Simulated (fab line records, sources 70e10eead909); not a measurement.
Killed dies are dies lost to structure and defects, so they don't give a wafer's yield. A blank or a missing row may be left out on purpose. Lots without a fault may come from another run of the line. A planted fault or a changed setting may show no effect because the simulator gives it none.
A struck lot beside a sound one | flow nand_harc | 13 steps out of a route of 1159
Sound: wafers L307.2, L307.3, L307.5. Struck: wafer L311.2. (L311.1, L311.6 of the same lot were not struck and are left out.) The cause comes at the end.
At each step with rows: each side's tool, then ch and its chambers, then its first start. Under that, the readings that differ: sound wafers | struck wafers | difference of the means | sigmas: that difference in standard deviations of wafers without a fault.
alike: readings whose means differ by less than 2 such deviations, and words and numbers that are the same on both sides. not compared: withheld readings, readings that some wafer has no value for, bounds like >300 that may hide the same value, and numbers for which the record gives no deviation and whose values overlap.
The two part at a step that has a row with sigmas, a row that says differs or no value, or rows on one side only. Numbers that don't overlap but have no deviation are shown without sigmas and don't part them. A reading that every wafer of one side lacks parts them only if that side has two wafers or more.

first, 2 steps without rows for these wafers: NHARC_A_STAIRCASE_TRIM_224 (chemistry O2, time 211.2 s); NHARC_A_STAIRCASE_ETCH_225 (etches the open film in C4F8/O2, target depth 100 nm, time 40.5 s).
NHARC_A_STAIRCASE_TRIM_226: chemistry O2, time 211.2 s.
  sound on rie_diel-05 ch 0,1; struck on rie_diel-13 ch 1
  reading                         | sound             | struck | difference | sigmas
  chamber_pressure_mTorr (mTorr)  | 60.03 60.03 60.02 | 59.92  | -0.11      | -2
  mfc_ar_sccm (sccm)              | 0.037 0 0.037     | 0      | +0         | -2
  showerhead_plenum_p_Torr (Torr) | 3.74 3.70 3.74    | 3.43   | -0.30      | -2
  alike: drypump_motor_current_A, oes_product_au, rf_vpp_V, throttle_valve_pct
  not compared: rf_hours_counter_h
NHARC_A_STAIRCASE_ETCH_227: etches the open film in C4F8/O2, target depth 100 nm, time 40.5 s.
  sound on rie_diel-05 ch 1,2,3; struck on rie_diel-13 ch 3
  alike: chamber_pressure_mTorr, oes_product_au, rf_vpp_V
  not compared: rf_hours_counter_h
NHARC_A_STAIRCASE_TRIM_229: chemistry O2, time 211.2 s.
  sound on rie_diel-05 ch 0,1,3, day 14 00:30; struck on rie_diel-08 ch 1, day 15 07:23
  reading                     | sound             | struck | difference | sigmas
  drypump_motor_current_A (A) | 5.9 6.3 6.1       | 5.2    | -0.9       | -3
  oes_product_au (a.u.)       | 0.994 0.998 1.011 | 0.985  | -0.016     | -2
  alike: chamber_pressure_mTorr, mfc_ar_sccm, rf_vpp_V, showerhead_plenum_p_Torr, throttle_valve_pct
  not compared: rf_hours_counter_h
NHARC_A_STAIRCASE_ETCH_230: etches the open film in C4F8/O2, target depth 100 nm, time 40.5 s.
  sound on rie_diel-05 ch 0,1,2; struck on rie_diel-08 ch 0
  reading               | sound             | struck | difference | sigmas
  oes_product_au (a.u.) | 0.944 0.953 0.959 | 0.918  | -0.034     | -2
  alike: chamber_pressure_mTorr, rf_vpp_V
  not compared: rf_hours_counter_h
then, 3 steps without rows for these wafers: NHARC_A_STAIRCASE_TRIM_231 (chemistry O2, time 211.2 s); NHARC_A_STAIRCASE_ETCH_232 (etches the open film in C4F8/O2, target depth 100 nm, time 40.5 s); NHARC_A_STAIRCASE_TRIM_233 (chemistry O2, time 211.2 s).
NHARC_A_STAIRCASE_ETCH_234: etches the open film in C4F8/O2, target depth 100 nm, time 40.5 s.
  sound on rie_diel-05 ch 2,3; struck on rie_diel-08 ch 1
  alike: chamber_pressure_mTorr, oes_product_au, rf_vpp_V
  not compared: rf_hours_counter_h
then, 1 step without rows for these wafers: NHARC_A_STAIRCASE_TRIM_235 (chemistry O2, time 211.2 s).
NHARC_A_STAIRCASE_ETCH_236: etches the open film in C4F8/O2, target depth 100 nm, time 40.5 s.
  sound on rie_diel-05 ch 1,2,3, day 14 01:27; struck on rie_diel-08 ch 0, day 15 08:18
  reading               | sound             | struck | difference | sigmas
  oes_product_au (a.u.) | 0.952 0.944 0.945 | 1.160  | +0.213     | +25
  alike: chamber_pressure_mTorr, rf_vpp_V
  not compared: rf_hours_counter_h
-- the record jumps here: 8 days lie between the struck wafers' starts before and after (it left off in module A_STAIRCASE and takes up again in module END, whose first step shown is number 1159 of the route) --
NHARC_END_SORT_01:
  the record has rows for the struck wafers here (prober-01 ch 0, day 23 14:26) and none for the sound ones

WHERE THEY PART
First at NHARC_A_STAIRCASE_TRIM_226; last, within this record, at NHARC_END_SORT_01.

WHY: what the simulator had put in
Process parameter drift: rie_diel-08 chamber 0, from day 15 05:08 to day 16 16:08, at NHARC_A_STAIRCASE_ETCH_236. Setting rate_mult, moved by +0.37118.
